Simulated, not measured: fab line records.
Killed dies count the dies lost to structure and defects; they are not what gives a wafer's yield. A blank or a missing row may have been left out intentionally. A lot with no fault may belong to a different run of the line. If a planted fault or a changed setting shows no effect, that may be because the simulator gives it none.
Which tool did it?	flow n5 finfet	24 wafers from 8 lots sampled at 6 of the route's 1938 steps

WHAT THE GAUGES SHOWED, per wafer
N5_BEOL_M0_CUTY_CD_MEAS_57: the cd target is 200 nm. Usual: cd nm 200.0 nm, standard deviation 1.
lot	measured	on	cd nm (nm)	flag
L954	day 6 01:40	cd sem-01	199.7 200.2 200.7	
L955	day 6 09:48	cd sem-01	202.2 200.8 201.2	
L956	day 6 12:40	cd sem-03	198.0 200.4 198.0	
L960	day 7 12:07	cd sem-02	200.3 200.7 200.4	
L962	day 8 02:11	cd sem-01	199.8 200.1 198.7	
L964	day 8 22:26	cd sem-01	199.6 199.4 201.1	
L966	day 9 03:28	cd sem-03	201.1 201.2 200.7	
L976	day 11 12:15	cd sem-03	148.1 201.6 200.7	OFF

N5_BEOL_M4_RC_MEAS_101. Usual: DIBL_N 36.6 mV/V, standard deviation 2.1; DIBL_P 36.3 mV/V, standard deviation 2.2; IOFF_N 0.16 nA/um, standard deviation 0.036; IOFF_P 0.21 nA/um, standard deviation 0.038; ION_N 671 uA/um, standard deviation 12; ION_P 460 uA/um, standard deviation 7.5; SS_N 71.8 mV/dec, standard deviation 0.72; SS_P 73.3 mV/dec, standard deviation 0.72; VT_N 250 mV, standard deviation 3.2; VT_P -250 mV, standard deviation 3.5.
lot	measured	on	DIBL_N (mV/V)	DIBL_P (mV/V)	IOFF_N (nA/um)	IOFF_P (nA/um)	ION_N (uA/um)	ION_P (uA/um)	SS_N (mV/dec)	SS_P (mV/dec)	VT_N (mV)	VT_P (mV)	flag
L954	day 8 03:50	prober-01	39.8 37.9 39.4	37.1 35.5 36.5	0.20 0.17 0.19	0.26 0.24 0.25	678 679 666	469 473 460	72.1 71.9 72.7	73.7 73.5 73.9	249 247 247	-245 -246 -246	
L955	day 8 11:43	prober-02	35.4 36.8 38.4	36.4 37.3 40.0	0.17 0.20 0.23	0.22 0.23 0.28	661 678 680	459 460 461	72.0 72.4 72.7	74.1 74.3 74.9	250 245 243	-251 -250 -248	
L956	day 8 13:08	prober-01	36.6 34.7 35.2	35.8 33.8 33.3	0.18 0.14 0.14	0.21 0.18 0.17	674 670 664	458 463 452	71.9 71.7 71.7	73.5 73.2 72.9	249 250 251	-251 -254 -253	
L960	day 9 20:33	prober-02	38.0 39.1 40.2	36.7 37.5 38.5	0.17 0.18 0.21	0.23 0.24 0.26	659 674 673	459 465 461	72.0 72.2 72.8	73.5 73.8 73.4	249 248 245	-247 -248 -247	
L962	day 10 02:48	prober-02	34.4 35.4 32.6	35.1 35.9 33.4	0.13 0.15 0.11	0.19 0.21 0.16	663 678 666	456 470 461	70.9 71.0 70.7	72.4 73.1 72.5	252 249 252	-252 -249 -252	
L964	day 11 02:38	prober-02	38.5 32.7 37.1	40.2 32.7 37.2	0.19 0.10 0.17	0.22 0.13 0.18	668 649 660	455 448 448	71.9 70.5 72.6	73.7 71.0 72.8	248 256 251	-253 -255 -255	
L966	day 11 02:44	prober-01	40.5 42.0 40.0	39.9 42.1 37.6	0.23 0.27 0.20	0.26 0.30 0.21	696 694 666	469 470 452	72.1 73.8 73.2	74.7 74.8 73.8	244 246 249	-249 -244 -251	
L976	day 13 12:25	prober-02	36.7 36.5	37.2 36.3	0.17 0.16	0.27 0.23	686 678	478 467	71.8 71.5	73.5 74.0	247 249	-245 -246	

WHAT TOOL EACH LOT RAN ON (gives the tool, then ch and the chambers of the sampled wafers, and finally the start)
lot	N5_BEOL_M0_SAQP_MANDREL2_REMOVE_110	N5_BEOL_M0_SAQP_CUT_ETCH_46	N5_BEOL_M0_CUTY_EXPOSE_54	N5_BEOL_M0_ETCH_128
L954	rie si-06 ch 0,1,3, day 5 23:29	rie diel-05 ch 0,1,3, day 6 00:10	arfi scanner-03 ch 0, day 6 01:32	rie diel-02 ch 2,3, day 6 04:45
L955	rie si-04 ch 1,2,3, day 6 07:53	rie diel-05 ch 0,1,2, day 6 08:31	arfi scanner-02 ch 0, day 6 09:41	rie diel-01 ch 0,2,3, day 6 15:11
L956	rie si-06 ch 0,1,3, day 6 10:50	rie diel-03 ch 0,3, day 6 11:27	arfi scanner-01 ch 0, day 6 12:32	rie diel-02 ch 0,1,3, day 6 15:07
L960	rie si-06 ch 1,2,3, day 7 08:24	rie diel-05 ch 0,1,3, day 7 09:09	arfi scanner-01 ch 0, day 7 11:59	rie diel-04 ch 1,2,3, day 7 13:17
L962	rie si-04 ch 0,2,3, day 8 00:28	rie diel-03 ch 0,3, day 8 01:05	arfi scanner-02 ch 0, day 8 02:04	rie diel-04 ch 0,2, day 8 06:09
L964	rie si-04 ch 1,2, day 8 20:13	rie diel-05 ch 1,2,3, day 8 20:57	arfi scanner-02 ch 0, day 8 22:19	rie diel-02 ch 0,2,3, day 8 23:40
L966	rie si-04 ch 0,1,2, day 9 01:22	rie diel-05 ch 0,3, day 9 01:59	arfi scanner-03 ch 0, day 9 03:21	rie diel-02 ch 1,2,3, day 9 05:59
L976	rie si-04 ch 0,2,3, day 11 09:05	rie diel-06 ch 1,2,3, day 11 11:01	arfi scanner-03 ch 0, day 11 12:08	rie diel-02 ch 1,2, day 11 19:10
- N5_BEOL_M0_SAQP_MANDREL2_REMOVE_110: chemistry HBr/Cl2/O2, target a-Si, stops on SiCN, bt time 10 s.
- N5_BEOL_M0_SAQP_CUT_ETCH_46: etches SOC in N2/H2, target depth 135 nm, overetch 27 nm, time 202.5 s.
- N5_BEOL_M0_CUTY_EXPOSE_54: exposes mask M0 ABLK.
- N5_BEOL_M0_ETCH_128: etches SiCN in CF4/N2, target depth 12 nm, overetch 5.1 nm, time 21.4 s.

AS READ BY THE TOOLS THEMSELVES (means over the sampled wafers that have a number; for cases with no such wafer, the mark the record gives instead)
N5_BEOL_M0_SAQP_MANDREL2_REMOVE_110. Usual: drypump motor current A is 5.7 A with standard deviation 0.51, he backside leak sccm is 2.7 sccm with standard deviation 0.32, mfc cl2 sccm is 80.02 sccm with standard deviation 0.24, oes_o_777_au is 1.02 a.u. with standard deviation 0.051, oes product au is 1.012 a.u. with standard deviation 0.015, rf fwd power W is 596.7 W with standard deviation 2.2, and throttle valve pct is 36.7 % with standard deviation 0.33.
lot	tool	drypump motor current A (A)	he backside leak sccm (sccm)	mfc cl2 sccm (sccm)	oes_o_777_au (a.u.)	oes product au (a.u.)	rf fwd power W (W)	throttle valve pct (%)	flag
L954	rie si-06	6.3	2.8	79.90	1.04	1.020	596.6	36.7	
L955	rie si-04	5.7	2.6	80.08	1.02	1.004	599.4	36.9	
L956	rie si-06	6.3	2.8	80.21	1.04	1.022	597.5	36.7	
L960	rie si-06	5.7	2.7	80.34	1.05	1.019	596.7	36.7	
L962	rie si-04	5.7	2.7	79.97	0.99	1.007	598.2	36.8	
L964	rie si-04	5.5	2.5	80.15	1.05	1.007	599.0	36.7	
L966	rie si-04	5.7	2.7	79.90	1.03	1.015	598.1	36.7	
L976	rie si-04	5.7	2.8	80.10	1.00	1.012	600.6	36.8	

N5_BEOL_M0_SAQP_CUT_ETCH_46. Usual: drypump motor current A 5.7 A, standard deviation 0.33; rf fwd power W 837.8 W, standard deviation 2.6; rf vpp V 523.7 V, standard deviation 2.7; showerhead plenum p Torr 2.53 Torr, standard deviation 0.089; throttle valve pct 17.91 %, standard deviation 0.2.
lot	tool	drypump motor current A (A)	rf fwd power W (W)	rf vpp V (V)	showerhead plenum p Torr (Torr)	throttle valve pct (%)	flag
L954	rie diel-05	5.9	836.3	521.8	2.46	17.90	
L955	rie diel-05	5.7	838.8	522.6	2.52	17.64	
L956	rie diel-03	5.3	836.7	524.2	2.54	18.00	
L960	rie diel-05	5.9	837.0	524.7	2.56	17.76	
L962	rie diel-03	5.3	839.6	524.2	2.53	18.03	
L964	rie diel-05	5.8	838.2	526.4	2.60	17.68	
L966	rie diel-05	6.0	838.7	525.9	2.62	17.92	
L976	rie diel-06	5.7	837.2	525.3	2.58	17.95	

N5_BEOL_M0_CUTY_EXPOSE_54. Usual: reticle temp C 23.00 C, standard deviation 0.11; stage vel mm s 500.04 mm/s, standard deviation 0.25.
lot	tool	reticle temp C (C)	stage vel mm s (mm/s)	flag
L954	arfi scanner-03	22.95	500.11	
L955	arfi scanner-02	22.79	500.18	
L956	arfi scanner-01	23.01	499.72	
L960	arfi scanner-01	23.05	500.16	
L962	arfi scanner-02	22.99	499.94	
L964	arfi scanner-02	23.08	500.07	
L966	arfi scanner-03	22.95	499.99	
L976	arfi scanner-03	22.90	500.13	

N5_BEOL_M0_ETCH_128. Usual: drypump motor current A is 5.9 A with standard deviation 0.43, mfc ar sccm is 100.0 sccm with standard deviation 0.3, oes product au is 0.55 a.u. with standard deviation 0.061, rf fwd power W is 426.2 W with standard deviation 1.7, rf vpp V is 382.6 V with standard deviation 1.5, showerhead plenum p Torr is 2.22 Torr with standard deviation 0.054, and throttle valve pct is 15.5 % with standard deviation 0.31.
lot	tool	drypump motor current A (A)	mfc ar sccm (sccm)	oes product au (a.u.)	rf fwd power W (W)	rf vpp V (V)	showerhead plenum p Torr (Torr)	throttle valve pct (%)	flag
L954	rie diel-02	5.9	100.1	0.53	426.3	382.5	2.25	15.3	
L955	rie diel-01	6.0	100.2	0.51	425.5	382.8	2.20	15.7	
L956	rie diel-02	5.9	100.1	0.54	425.8	383.1	2.25	15.5	
L960	rie diel-04	5.7	99.6	0.51	426.7	382.5	2.20	15.7	
L962	rie diel-04	5.6	99.9	0.53	425.9	383.5	2.27	15.5	
L964	rie diel-02	5.8	100.2	0.51	425.5	383.4	2.23	15.4	
L966	rie diel-02	6.0	100.0	0.54	427.1	384.0	2.25	15.4	
L976	rie diel-02	6.1	99.8	0.54	425.9	383.2	2.23	15.3	

THE ANSWER, worked out from the rows above alone
Rule: a lot counts as off when the mean over its wafers that have a number is more than 3 standard deviations away from the usual mean. A lot without any number at a reading at which 4 lots or more have one is off too. Where the step has rows for the other lots, those lots are counted as sound. Order of review: gauges by route order, followed by the tools' own readings, for which a lot's mean as printed above is used. At the first step where some lot is off, the reading lying furthest off is the one used; lots without a number count as furthest.
Off at N5_BEOL_M0_CUTY_CD_MEAS_57 (cd nm): L976.
If a tool, at a process step before that reading, ran all the lots that are off and no sound lot after the first of them, it fits. The gauges at N5_BEOL_M0_CUTY_CD_MEAS_57 are tried like those tools. Can't be told from this: 4 tools fit, rie si-04 at N5_BEOL_M0_SAQP_MANDREL2_REMOVE_110, rie diel-06 at N5_BEOL_M0_SAQP_CUT_ETCH_46, arfi scanner-03 at N5_BEOL_M0_CUTY_EXPOSE_54, cd sem-03 at N5_BEOL_M0_CUTY_CD_MEAS_57.

WHAT HAD BEEN PUT IN BY THE SIMULATOR
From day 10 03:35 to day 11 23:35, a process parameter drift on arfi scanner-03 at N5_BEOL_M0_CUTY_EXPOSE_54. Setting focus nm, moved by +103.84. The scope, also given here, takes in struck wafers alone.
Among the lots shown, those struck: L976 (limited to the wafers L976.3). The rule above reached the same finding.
